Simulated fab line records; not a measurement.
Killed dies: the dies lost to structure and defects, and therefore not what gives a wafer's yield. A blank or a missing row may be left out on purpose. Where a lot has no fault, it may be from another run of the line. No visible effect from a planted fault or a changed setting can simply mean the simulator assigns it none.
Which tool is to blame?    flow nandHarc    at 1 step of a route of 1159, 12 lots with 36 wafers sampled

WHAT THE GAUGES SHOWED, per wafer
NHARC_P_START_INSPECT_01.
lot   measured     on                rawDefectCount
L075  day 1 18:02  defectInspect-02  2 3 3
L077  day 2 06:02  defectInspect-01  3 3 3
L079  day 2 18:02  defectInspect-01  7 5 3
L081  day 3 06:02  defectInspect-02  5 4 4
L083  day 3 18:02  defectInspect-02  3 4 3
L085  day 4 06:03  defectInspect-02  2 5 2
L087  day 4 18:02  defectInspect-02  5 3 1
L089  day 5 06:02  defectInspect-02  6 8 6
L091  day 5 18:02  defectInspect-02  2 3 2
L093  day 6 06:02  defectInspect-01  7 4 2
L095  day 6 18:02  defectInspect-02  2 4 6
L097  day 7 06:02  defectInspect-02  4 3 2

TOOL THAT RAN EACH LOT (tool first, then ch and the chambers of the sampled wafers, then the start)
The record holds no process step before these readings.

THE ANSWER, worked out from the rows above alone
Rule: what is usual is taken from the lots themselves. Put in order of their means at a reading, lots are off if they are a third of the lots or fewer, leave a main group of 4 or more, and stand apart from it by a gap of 3 or more times the standard deviation of the main group's means; of several such gaps the widest counts. Not used: any main group whose means are identical at the precision the tables above print for the reading. A lot without any number at a reading at which 4 lots or more have one is off too. All remaining lots with rows at the step are treated as sound.
None of the lots is off at any reading shown; this tells nothing.

WHAT HAD BEEN PUT IN BY THE SIMULATOR
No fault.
